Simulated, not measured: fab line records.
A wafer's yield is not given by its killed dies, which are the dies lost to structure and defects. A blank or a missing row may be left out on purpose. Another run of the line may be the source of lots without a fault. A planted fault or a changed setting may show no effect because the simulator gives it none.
fab line records | flow nandHarc
record: lots: 24 wafers: 72 lastDay: 33
route steps=1302 shown A_CONTACT@1046
lots that met no fault: taken from a fault-free run of the same line
startH: start of the lot's first displayed wafer, in hours after the record's first day | waitH: hours from the lot's prior step to this one | " unchanged from the row above | L1.1+2: one row covering several wafers at once | - no value, or no start was given | * or withheld: withheld | < > ~ a bound
route shown NAME@n: NAME is a module with steps in the file, n the number in the route of the first one | usual: the fault-free wafers' mean and standard deviation | same: alike in all rows | chamber/n: place in a boat | sites: each site's reading | _std_site: standard deviation across them | _edge_site: inner sites' mean taken away from outer sites' mean | radiusMm: how far each site lies from the wafer's centre | mask NAME#n: copy n | behind: tool/chamber where the wafer was last shaped | hold: why the lot went on hold/how many hours it stayed there/how the hold came to an end | device: transistor that didn't switch, given as n, p or np | end of line: at the end of the route, the tests of the same wafers | for a step that has no rows: nothing shown but its recipe | killed: not the wafer's yield, but the dies lost to structure and defects at the first sort | map: a wafer's dies, x killed, . not, _ none there
set.NAME: the setting the step ran with; set.NAME@STEP: the setting that earlier step ran with | model.NAME: the simulator's own value behind a step, which no gauge read
one table for each step of the route and one row for each wafer, over a sample of lots
services: a tool's chamber out of use, with start hour (startH, from the record's first day; less than 0 if before it), hours out, and reason
== steps ==
step: NHARC_A_CONTACT_ETCH_78
recipe: targetDepthA: 53000 overEtchFrac: 0.3 timeS: 1378 ionEnergyEv: 150 o2FlowSccm: 400 cosFlowSccm: 20 arFlowSccm: 0 rfW: 500 biasW: 300 chemistry: O2/COS
usual: drypumpMotorCurrentA: 5.6/0.45 oesProductAu: 1.002/0.012 rfVppV: 315.0/1.3 showerheadPlenumPTorr: 3.18/0.081 throttleValvePct: 28.330/0.0082
columns lot.wafer tool chamber startH waitH drypumpMotorCurrentA oesProductAu rfHoursCounterH rfVppV showerheadPlenumPTorr throttleValvePct
L074.3 rieDiel-01 2 - - 6.4 1.004 17 315.8 3.29 28.335
L074.2 " 3 " " 5.5 1.005 20 313.7 3.14 28.329
L074.5 " 1 " " 5.1 1.003 - 315.4 3.26 28.333
L076.1 rieDiel-01 3 - - 5.5 1.023 23 312.5 3.14 28.330
L076.4 " 0 " " 5.4 1.021 23 315.4 3.17 28.332
L076.2 " 2 " " 6.4 1.010 21 316.4 3.29 28.344
L077.3 rieDiel-05 0 - - 5.6 1.003 42 312.8 3.00 28.336
L077.4 " 1 " " 6.3 1.001 39 317.3 3.29 28.339
L077.5 " 3 " " 5.6 1.000 - 313.8 3.08 28.318
L075.2 rieDiel-12 3 - - 5.1 1.008 29 315.6 3.15 28.340
L075.4 " 0 " " 6.0 0.990 29 313.4 3.11 28.331
L075.5 " 3 " " 5.1 0.998 - 313.6 3.15 28.330
L078.3 rieDiel-01 2 - - 6.4 1.000 23 315.7 3.28 28.331
L078.1 " 3 " " 5.5 1.018 26 313.9 3.14 28.328
L078.5 " 1 " " 5.1 1.022 - 315.2 3.25 28.351
L079.1 rieDiel-01 0 - - 5.3 1.010 26 315.2 3.17 28.325
L079.4 " 2 " " 6.4 1.000 24 318.6 3.28 28.331
L079.5 " 3 " " 5.5 0.994 - 314.7 3.14 28.334
L080.1 rieDiel-05 0 - - 5.7 0.998 54 311.8 3.00 28.326
L080.2 " 2 " " 5.7 1.033 42 317.2 3.32 28.331
L080.6 " 0 " " 5.6 0.998 - 311.4 3.00 28.329
L082.2 rieDiel-01 0 - - 5.4 0.990 1 315.0 3.17 28.320
L082.4 " 1 " " 5.1 0.998 2 315.9 3.25 28.340
L082.1 " 2 " " 6.4 1.004 2 316.5 3.28 28.331
L081.2 rieDiel-01 0 - - 5.4 0.990 2 314.8 3.17 28.334
L081.3 " 1 " " 5.1 0.998 3 315.1 3.25 28.335
L081.6 " 3 " " 5.5 1.008 - 314.9 3.14 28.338
L085.3 rieDiel-01 1 - - 5.1 0.989 7 316.3 3.25 28.328
L085.6 " 3 " " 5.5 1.012 - 315.7 3.13 28.338
L085.5 " 0 " " 5.4 0.992 - 315.1 3.16 28.334
L084.4 rieDiel-01 2 - - 6.4 0.995 10 317.5 3.28 28.325
L084.2 " 0 " " 5.4 0.996 8 314.5 3.16 28.332
L084.6 " 1 " " 5.0 0.986 - 314.6 3.25 28.325
L083.1 rieDiel-12 0 - - 6.0 1.003 56 314.7 3.10 28.335
L083.4 " 2 " " 5.4 1.006 54 315.2 3.18 28.344
L083.3 " 3 " " 5.1 0.992 54 314.5 3.14 28.319
L086.3 rieDiel-05 2 - - 5.7 0.997 12 316.5 3.31 28.323
L086.6 " 2 " " 5.7 1.008 - 317.8 3.31 28.309
L086.5 " 3 " " 5.6 0.977 - 312.6 3.06 28.326
L087.2 rieDiel-01 1 - - 5.1 1.002 15 314.8 3.24 28.335
L087.4 " 3 " " 5.5 1.018 13 314.1 3.13 28.332
L087.5 " 1 " " 5.1 0.995 - 314.9 3.24 28.332
L088.1 rieDiel-01 2 - - 6.4 0.996 15 316.5 3.28 28.323
L088.3 " 3 " " 5.4 1.025 14 314.4 3.13 28.326
L088.5 " 1 " " 5.1 0.995 - 316.2 3.24 28.335
L089.3 rieDiel-12 3 - - 5.1 0.987 3 314.8 3.13 28.319
L089.5 " 0 " " 6.0 0.990 - 313.8 3.10 28.336
L089.6 " 1 " " 6.3 1.013 - 314.1 3.08 28.329
L090.3 rieDiel-01 1 - - 5.1 0.999 21 316.2 3.24 28.334
L090.1 " 2 " " 6.4 0.988 20 315.8 3.27 28.334
L090.4 " 3 " " 5.5 1.012 19 314.4 3.13 28.318
L092.1 rieDiel-01 0 - - 5.4 0.995 19 313.8 3.16 28.338
L092.4 " 2 " " 6.4 0.997 20 316.8 3.27 28.329
L092.6 " 3 " " 5.5 1.013 - 315.8 3.13 28.324
L091.1 rieDiel-05 3 - - 5.5 0.993 24 312.4 3.05 28.320
L091.2 " 1 " " 6.3 0.995 28 316.4 3.26 28.327
L091.6 " 0 " " 5.6 0.985 - 312.4 2.99 28.326
L093.1 rieDiel-01 0 - - 5.3 0.993 24 314.8 3.16 28.325
L093.2 " 2 " " 6.4 0.994 24 316.6 3.27 28.327
L093.6 " 0 " " 5.3 1.002 - 315.1 3.16 28.322
L094.1 rieDiel-01 3 - - 5.5 1.009 24 312.7 3.13 28.324
L094.2 " 0 " " 5.4 0.999 25 315.1 3.15 28.322
L094.6 " 3 " " 5.5 1.024 - 314.1 3.13 28.340
L095.3 rieDiel-01 3 - - 5.5 1.027 25 315.1 3.12 28.326
L095.5 " 0 " " 5.4 1.007 - 313.3 3.15 28.346
L095.6 " 1 " " 5.1 1.007 - 315.6 3.24 28.330
L096.2 rieDiel-01 3 - - 5.5 1.016 26 316.5 3.12 28.335
L096.3 " 2 " " 6.4 0.982 26 316.6 3.27 28.333
L096.5 " 3 " " 5.5 1.019 - 315.1 3.12 28.346
L097.4 rieDiel-01 0 - - 5.4 0.993 30 314.8 3.15 28.333
L097.3 " 1 " " 5.1 0.989 32 316.6 3.24 28.319
L097.6 " 3 " " 5.5 1.002 - 315.4 3.12 28.332
step: NHARC_A_CONTACT_ETCH_124
recipe: sourceW: withheld pressureMtorr: 20 biasV: withheld timeS: 140 targetDepthA: 7000 arFlowSccm: withheld c4f8FlowSccm: withheld o2FlowSccm: withheld chemistry: C4F8/O2/Ar
columns lot.wafer tool chamber startH waitH rfHoursCounterH
L074.2 harCapEtch-03 1 509.85 - 43
L074.3 " 1 " " -
L074.5 " 0 " " -
L076.2 harCapEtch-03 1 523.10 - 46
L076.1 " 0 " " 46
L076.4 " 0 " " -
L077.4 harCapEtch-02 1 525.53 - -
L077.3 " 0 " " -
L077.5 " 1 " " -
L075.2 harCapEtch-03 0 530.48 - 48
L075.4 " 0 " " -
L075.5 " 0 " " -
L078.1 harCapEtch-02 1 531.09 - 90
L078.3 " 1 " " -
L078.5 " 1 " " -
L079.1 harCapEtch-02 1 539.34 - 92
L079.4 " 0 " " -
L079.5 " 0 " " -
L080.2 harCapEtch-03 1 557.25 - 52
L080.1 " 0 " " 52
L080.6 " 0 " " -
L082.2 harCapEtch-02 0 583.83 - 96
L082.1 " 1 " " 96
L082.4 " 1 " " -
L081.2 harCapEtch-01 0 585.63 - 14
L081.3 " 1 " " -
L081.6 " 0 " " -
L085.3 harCapEtch-01 0 609.43 - -
L085.5 " 0 " " -
L085.6 " 1 " " -
L084.2 harCapEtch-01 1 613.23 - 20
L084.4 " 1 " " -
L084.6 " 1 " " -
L083.1 harCapEtch-02 0 615.24 - 104
L083.3 " 1 " " -
L083.4 " 0 " " -
L086.3 harCapEtch-02 1 630.05 - -
L086.6 " 1 " " -
L086.5 " 0 " " -
L087.2 harCapEtch-02 1 633.88 - 108
L087.4 " 0 " " -
L087.5 " 1 " " -
L088.1 harCapEtch-03 1 639.08 - 67
L088.3 " 1 " " -
L088.5 " 0 " " -
L089.3 harCapEtch-01 0 642.45 - -
L089.6 " 0 " " -
L089.5 " 1 " " -
L090.1 harCapEtch-01 1 668.76 - 31
L090.4 " 0 " " -
L090.3 " 1 " " -
L092.1 harCapEtch-03 0 673.09 - 72
L092.4 " 0 " " -
L092.6 " 1 " " -
L091.2 harCapEtch-02 1 678.07 - 114
L091.1 " 0 " " 114
L091.6 " 0 " " -
L093.2 harCapEtch-03 1 702.14 - 78
L093.1 " 0 " " 78
L093.6 " 0 " " -
L094.1 harCapEtch-02 1 706.88 - 121
L094.2 " 0 " " 121
L094.6 " 1 " " -
L095.3 harCapEtch-01 0 708.07 - -
L095.6 " 0 " " -
L095.5 " 1 " " -
L096.2 harCapEtch-03 0 709.96 - 79
L096.3 " 0 " " -
L096.5 " 0 " " -
L097.4 harCapEtch-03 0 731.64 - -
L097.3 " 1 " " -
L097.6 " 1 " " -
step: NHARC_A_CONTACT_ETCH_131
recipe: sourceW: withheld pressureMtorr: 20 biasV: 3000 timeS: 197 targetDepthA: 19180 arFlowSccm: withheld c4f8FlowSccm: withheld o2FlowSccm: withheld chemistry: C4F8/O2/Ar
columns lot.wafer tool chamber startH waitH rfHoursCounterH
L074.2 harCapEtch-03 1 511.10 0.1 44
L074.3 " 1 " " -
L074.5 " 0 " " -
L076.2 harCapEtch-03 1 524.35 0.1 47
L076.1 " 0 " " 47
L076.4 " 0 " " -
L077.4 harCapEtch-02 1 526.78 0.1 -
L077.3 " 0 " " -
L077.5 " 1 " " -
L075.2 harCapEtch-03 0 531.73 0.1 49
L075.4 " 0 " " -
L075.5 " 0 " " -
L078.1 harCapEtch-02 1 532.34 0.1 91
L078.3 " 1 " " -
L078.5 " 1 " " -
L079.1 harCapEtch-02 1 540.60 0.1 93
L079.4 " 0 " " -
L079.5 " 0 " " -
L080.2 harCapEtch-03 1 558.52 0.1 53
L080.1 " 0 " " 53
L080.6 " 0 " " -
L082.2 harCapEtch-02 0 585.09 0.1 97
L082.1 " 1 " " 97
L082.4 " 1 " " -
L081.2 harCapEtch-01 0 586.88 0.1 15
L081.3 " 1 " " -
L081.6 " 0 " " -
L085.3 harCapEtch-01 0 610.69 0.1 -
L085.5 " 0 " " -
L085.6 " 1 " " -
L084.2 harCapEtch-01 1 614.49 0.1 21
L084.4 " 1 " " -
L084.6 " 1 " " -
L083.1 harCapEtch-02 0 616.50 0.1 105
L083.3 " 1 " " -
L083.4 " 0 " " -
L086.3 harCapEtch-02 1 631.30 0.1 -
L086.6 " 1 " " -
L086.5 " 0 " " -
L087.2 harCapEtch-02 1 635.13 0.2 109
L087.4 " 0 " " -
L087.5 " 1 " " -
L088.1 harCapEtch-03 1 640.76 0.2 68
L088.3 " 1 " " -
L088.5 " 0 " " -
L089.3 harCapEtch-01 0 643.71 0.1 -
L089.6 " 0 " " -
L089.5 " 1 " " -
L090.1 harCapEtch-01 1 670.03 0.1 32
L090.4 " 0 " " -
L090.3 " 1 " " -
L092.1 harCapEtch-03 0 674.35 0.1 73
L092.4 " 0 " " -
L092.6 " 1 " " -
L091.2 harCapEtch-02 1 679.33 0.1 115
L091.1 " 0 " " 115
L091.6 " 0 " " -
L093.2 harCapEtch-03 1 703.40 0.1 79
L093.1 " 0 " " 79
L093.6 " 0 " " -
L094.1 harCapEtch-02 1 708.14 0.1 122
L094.2 " 0 " " 122
L094.6 " 1 " " -
L095.3 harCapEtch-01 0 709.32 0.1 -
L095.6 " 0 " " -
L095.5 " 1 " " -
L096.2 harCapEtch-03 0 711.22 0.1 81
L096.3 " 0 " " -
L096.5 " 0 " " -
L097.4 harCapEtch-03 0 732.90 0.1 -
L097.3 " 1 " " -
L097.6 " 1 " " -
step: NHARC_A_CONTACT_CD_MEAS_80
usual: cdNm: 289.7/0.82
columns lot.wafer tool chamber startH waitH cdNm
L074.2 cdSem-01 - 512.43 - 290.5
L074.3 " - " " 289.9
L074.5 " - " " 289.5
L076.1 cdSem-02 - 525.72 - 289.1
L076.2 " - " " 289.1
L076.4 " - " " 290.4
L077.3 cdSem-02 - 528.08 - 290.4
L077.4 " - " " 289.9
L077.5 " - " " 290.7
L075.2 cdSem-01 - 533.10 - 289.9
L075.4 " - " " 289.7
L075.5 " - " " 289.7
L078.1 cdSem-01 - 533.91 - 291.1
L078.3 " - " " 290.0
L078.5 " - " " 291.0
L079.1 cdSem-03 - 541.94 - 290.6
L079.4 " - " " 289.7
L079.5 " - " " 290.3
L080.1 cdSem-02 - 562.65 - 287.9
L080.2 " - " " 288.3
L080.6 " - " " 288.0
L082.1 cdSem-03 - 586.44 - 289.2
L082.2 " - " " 290.4
L082.4 " - " " 289.0
L081.2 cdSem-02 - 588.26 - 288.6
L081.3 " - " " 290.2
L081.6 " - " " 289.4
L085.3 cdSem-02 - 612.00 - 289.2
L085.5 " - " " 288.3
L085.6 " - " " 289.5
L084.2 cdSem-01 - 615.85 - 289.5
L084.4 " - " " 289.6
L084.6 " - " " 289.7
L083.1 cdSem-02 - 617.87 - 290.3
L083.3 " - " " 290.3
L083.4 " - " " 290.7
L086.3 cdSem-02 - 632.69 - 289.6
L086.5 " - " " 289.9
L086.6 " - " " 289.4
L087.2 cdSem-02 - 636.47 - 290.1
L087.4 " - " " 290.1
L087.5 " - " " 289.3
L088.1 cdSem-01 - 642.39 - 290.4
L088.3 " - " " 291.0
L088.5 " - " " 290.6
L089.3 cdSem-03 - 645.02 - 290.4
L089.5 " - " " 290.6
L089.6 " - " " 290.1
L090.1 cdSem-01 - 671.36 - 290.5
L090.3 " - " " 290.2
L090.4 " - " " 291.1
L092.1 cdSem-02 - 675.70 - 288.2
L092.4 " - " " 289.1
L092.6 " - " " 289.6
L091.1 cdSem-01 - 680.74 - 291.3
L091.2 " - " " 289.9
L091.6 " - " " 290.7
L093.1 cdSem-01 - 704.76 - 290.0
L093.2 " - " " 289.9
L093.6 " - " " 290.2
L094.1 cdSem-02 - 709.49 - 289.7
L094.2 " - " " 290.2
L094.6 " - " " 289.4
L095.3 cdSem-01 - 710.63 - 288.3
L095.5 " - " " 288.6
L095.6 " - " " 288.3
L096.2 cdSem-02 - 712.59 - 289.8
L096.3 " - " " 291.2
L096.5 " - " " 290.3
L097.3 cdSem-01 - 734.20 - 290.3
L097.4 " - " " 289.2
L097.6 " - " " 288.9
step: NHARC_A_CONTACT_DEP_85
recipe: targetThkA: 600 targetThkNm: 60 tempC: 400 pressureTorr: 3.5 flowSccm: 200 rfW: 350 material: SiON
usual: heaterPowerW: 781/66
columns lot.wafer tool chamber startH waitH heaterPowerW
L074.2 pecvd-03 1 516.03 1.2 788
L074.3 " 2 " " 666
L074.5 " 1 " " 790
L076.2 pecvd-02 2 530.96 1.1 916
L076.1 " 1 " " 715
L076.4 " 0 " " 839
L077.3 pecvd-03 0 534.59 0.9 688
L077.5 " 1 " " 651
L077.4 " 2 " " 632
L075.2 pecvd-02 1 536.38 1.2 863
L075.4 " 2 " " 796
L075.5 " 0 " " 874
L078.1 pecvd-02 2 537.57 1.5 860
L078.3 " 0 " " 897
L078.5 " 2 " " 858
L079.1 pecvd-02 2 544.72 1.5 836
L079.4 " 0 " " 780
L079.5 " 2 " " 862
L080.2 pecvd-03 1 566.56 1.2 778
L080.1 " 0 " " 846
L080.6 " 0 " " 840
L082.2 pecvd-03 2 589.23 1.2 734
L082.1 " 1 " " 778
L082.4 " 2 " " 739
L081.3 pecvd-03 2 590.97 0.9 745
L081.2 " 1 " " 793
L081.6 " 0 " " 728
L085.3 pecvd-03 2 623.80 1.0 759
L085.6 " 1 " " 783
L085.5 " 2 " " 763
L084.2 pecvd-03 1 627.98 1.2 764
L084.4 " 2 " " 757
L084.6 " 0 " " 748
L083.1 pecvd-03 0 629.67 1.5 798
L083.3 " 2 " " 783
L083.4 " 1 " " 787
L086.3 pecvd-02 1 635.41 0.9 800
L086.5 " 1 " " 823
L086.6 " 2 " " 806
L087.2 pecvd-02 0 639.13 1.2 883
L087.5 " 0 " " 910
L087.4 " 1 " " 707
L088.1 pecvd-03 2 647.80 1.5 757
L088.3 " 1 " " 731
L088.5 " 1 " " 754
L089.3 pecvd-03 1 651.25 0.9 795
L089.6 " 2 " " 743
L089.5 " 0 " " 719
L090.3 pecvd-04 0 681.63 0.9 662
L090.1 " 1 " " 888
L090.4 " 2 " " 814
L092.1 pecvd-03 2 686.79 1.5 761
L092.4 " 0 " " 822
L092.6 " 1 " " 711
L091.2 pecvd-04 2 691.09 1.2 857
L091.1 " 1 " " 849
L091.6 " 0 " " 744
L093.1 pecvd-03 1 709.20 1.5 767
L093.2 " 0 " " 737
L093.6 " 0 " " 712
L094.1 pecvd-02 0 712.19 1.5 884
L094.2 " 1 " " 777
L094.6 " 0 " " 864
L095.3 pecvd-03 1 714.55 0.9 760
L095.6 " 2 " " 721
L095.5 " 1 " " 759
L096.3 pecvd-03 0 716.42 0.9 747
L096.2 " 1 " " 698
L096.5 " 0 " " 731
L097.3 pecvd-02 0 740.83 0.9 813
L097.4 " 0 " " 841
L097.6 " 2 " " 876
step: NHARC_A_CONTACT_ETCH_30
recipe: targetDepthA: 726 timeS: 36.3 cf4FlowSccm: 100 chf3FlowSccm: 30 arFlowSccm: 0 rfW: 500 biasW: 200 chemistry: CF4/CHF3
usual: drypumpMotorCurrentA: 5.6/0.43 oesProductAu: 0.935/0.02 rfVppV: 371.5/1.7 showerheadPlenumPTorr: 1.59/0.042 throttleValvePct: 16.802/0.0085
columns lot.wafer tool chamber startH waitH drypumpMotorCurrentA oesProductAu rfHoursCounterH rfVppV showerheadPlenumPTorr throttleValvePct
L074.2 rieDiel-01 3 - - 5.5 0.936 22 371.3 1.58 16.793
L074.3 " 2 " " 6.4 0.932 20 372.6 1.66 16.801
L074.5 " 3 " " 5.5 0.934 - 374.0 1.58 16.785
L076.4 rieDiel-12 0 - - 6.0 0.910 30 370.9 1.57 16.814
L076.1 " 1 " " 6.2 0.951 28 371.1 1.56 16.788
L076.2 " 2 " " 5.4 0.927 28 371.0 1.61 16.789
L077.4 rieDiel-12 3 - - 5.1 0.917 31 371.1 1.59 16.803
L077.3 " 0 " " 5.9 0.907 31 369.4 1.57 16.787
L077.5 " 1 " " 6.2 0.942 - 370.4 1.56 16.803
L078.1 rieDiel-01 3 - - 5.5 0.939 28 371.5 1.58 16.807
L078.3 " 0 " " 5.4 0.928 27 371.0 1.60 16.796
L078.5 " 2 " " 6.4 0.921 - 374.6 1.66 16.809
L075.2 rieDiel-12 0 - - 6.0 0.913 35 371.4 1.57 16.790
L075.4 " 2 " " 5.4 0.938 31 374.0 1.61 16.800
L075.5 " 0 " " 5.9 0.916 - 370.6 1.57 16.803
L079.1 rieDiel-05 3 - - 5.5 0.928 47 369.3 1.55 16.808
L079.4 " 1 " " 6.3 0.924 47 373.3 1.66 16.789
L079.5 " 3 " " 5.5 0.929 - 369.8 1.55 16.803
L080.2 rieDiel-12 2 - - 5.4 0.936 39 373.4 1.60 16.790
L080.1 " 3 " " 5.1 0.917 41 370.0 1.58 16.807
L080.6 " 1 " " 6.2 0.938 - 370.6 1.56 16.806
L082.2 rieDiel-12 2 - - 5.4 0.940 47 371.7 1.60 16.795
L082.4 " 3 " " 5.1 0.927 48 370.1 1.58 16.813
L082.1 " 0 " " 5.9 0.938 50 370.8 1.56 16.799
L081.3 rieDiel-01 3 - - 5.5 0.932 4 371.2 1.58 16.806
L081.2 " 1 " " 5.1 0.930 3 372.5 1.64 16.805
L081.6 " 0 " " 5.4 0.912 - 372.5 1.60 16.807
L085.3 rieDiel-01 2 - - 6.4 0.920 11 373.3 1.65 16.798
L085.6 " 0 " " 5.4 0.919 - 372.2 1.59 16.803
L085.5 " 1 " " 5.1 0.921 - 372.8 1.64 16.800
L084.2 rieDiel-01 3 - - 5.5 0.943 10 370.5 1.58 16.785
L084.4 " 3 " " 5.5 0.952 - 371.5 1.58 16.806
L084.6 " 0 " " 5.4 0.934 - 372.2 1.59 16.800
L083.1 rieDiel-01 3 - - 5.5 0.952 13 370.3 1.58 16.807
L083.4 " 0 " " 5.4 0.931 12 371.4 1.59 16.791
L083.3 " 2 " " 6.4 0.948 13 374.1 1.65 16.800
L086.3 rieDiel-01 0 - - 5.4 0.956 14 370.7 1.59 16.811
L086.5 " 3 " " 5.4 0.998 - 372.1 1.58 16.791
L086.6 " 0 " " 5.3 0.960 - 370.0 1.59 16.805
L087.4 rieDiel-05 0 - - 5.6 0.905 6 368.3 1.51 16.799
L087.2 " 1 " " 6.3 0.920 17 373.8 1.65 16.804
L087.5 " 3 " " 5.5 0.909 - 371.2 1.54 16.798
L088.1 rieDiel-05 1 - - 6.3 0.961 19 372.1 1.65 16.821
L088.3 " 0 " " 5.6 0.936 8 368.9 1.51 16.795
L088.5 " 1 " " 6.4 0.967 - 372.8 1.65 16.801
L089.3 rieDiel-01 0 - - 5.4 0.972 16 371.2 1.59 16.802
L089.6 " 3 " " 5.5 0.991 - 371.2 1.58 16.794
L089.5 " 0 " " 5.4 0.975 - 370.7 1.59 16.807
L090.4 rieDiel-01 0 - - 5.4 0.952 21 371.8 1.59 16.786
L090.1 " 1 " " 5.1 0.960 23 373.9 1.63 16.798
L090.3 " 2 " " 6.4 0.982 21 373.3 1.65 16.805
L092.4 rieDiel-12 1 - - 6.2 0.939 18 370.0 1.55 16.792
L092.1 " 2 " " 5.4 0.931 14 370.9 1.60 16.797
L092.6 " 1 " " 6.2 0.935 - 369.5 1.55 16.799
L091.2 rieDiel-01 0 - - 5.4 0.925 21 371.5 1.59 16.803
L091.1 " 1 " " 5.1 0.930 24 372.0 1.63 16.812
L091.6 " 1 " " 5.1 0.924 - 371.5 1.63 16.808
L093.1 rieDiel-05 3 - - 5.5 0.921 34 369.6 1.54 16.804
L093.2 " 1 " " 6.3 0.910 38 372.4 1.64 16.802
L093.6 " 3 " " 5.5 0.924 - 367.5 1.54 16.798
L094.2 rieDiel-05 0 - - 5.7 0.917 29 368.1 1.50 16.807
L094.1 " 2 " " 5.7 0.930 40 374.1 1.66 16.795
L094.6 " 1 " " 6.3 0.923 - 372.5 1.64 16.793
L095.3 rieDiel-01 2 - - 6.4 0.921 27 375.0 1.65 16.808
L095.5 " 1 " " 5.1 0.940 - 371.4 1.63 16.793
L095.6 " 2 " " 6.4 0.923 - 374.2 1.65 16.813
L096.2 rieDiel-12 3 - - 5.1 0.917 22 370.2 1.57 16.791
L096.3 " 1 " " 6.3 0.935 28 370.8 1.55 16.806
L096.5 " 2 " " 5.4 0.935 - 371.0 1.59 16.815
L097.4 rieDiel-12 3 - - 5.1 0.918 30 372.7 1.57 16.795
L097.3 " 2 " " 5.4 0.944 30 371.0 1.59 16.791
L097.6 " 3 " " 5.1 0.924 - 370.8 1.57 16.796
== services ==
columns tool chamber startH hours kind
rieDiel-01 0 489.09 - clean
rieDiel-01 1 489.09 - clean
harCapEtch-01 - 497.00 17.0 pm
harCapEtch-02 - 503.20 1.2 repair
rieDiel-05 2 504.00 8.9 repair
pecvd-03 0 509.42 16.8 repair
pecvd-03 - 547.00 13.0 pm
rieDiel-01 - 559.09 9.0 pm
rieDiel-05 0 561.94 66.9 repair
rieDiel-05 - 583.72 9.0 pm
pecvd-02 - 589.38 13.0 pm
pecvd-03 0 611.13 13.4 repair
rieDiel-12 - 623.27 9.0 pm
rieDiel-01 2 628.54 2.9 repair
pecvd-04 - 631.40 13.0 pm
rieDiel-05 3 645.74 6.0 repair
pecvd-02 - 648.22 0.3 repair
rieDiel-05 1 678.73 14.6 repair
pecvd-03 2 692.30 20.7 repair
rieDiel-05 2 714.70 11.4 repair
rieDiel-05 0 719.54 5.1 repair
pecvd-03 - 728.00 13.0 pm
rieDiel-05 1 735.62 9.4 repair
rieDiel-01 - 736.09 9.0 pm
== key ==
fault none
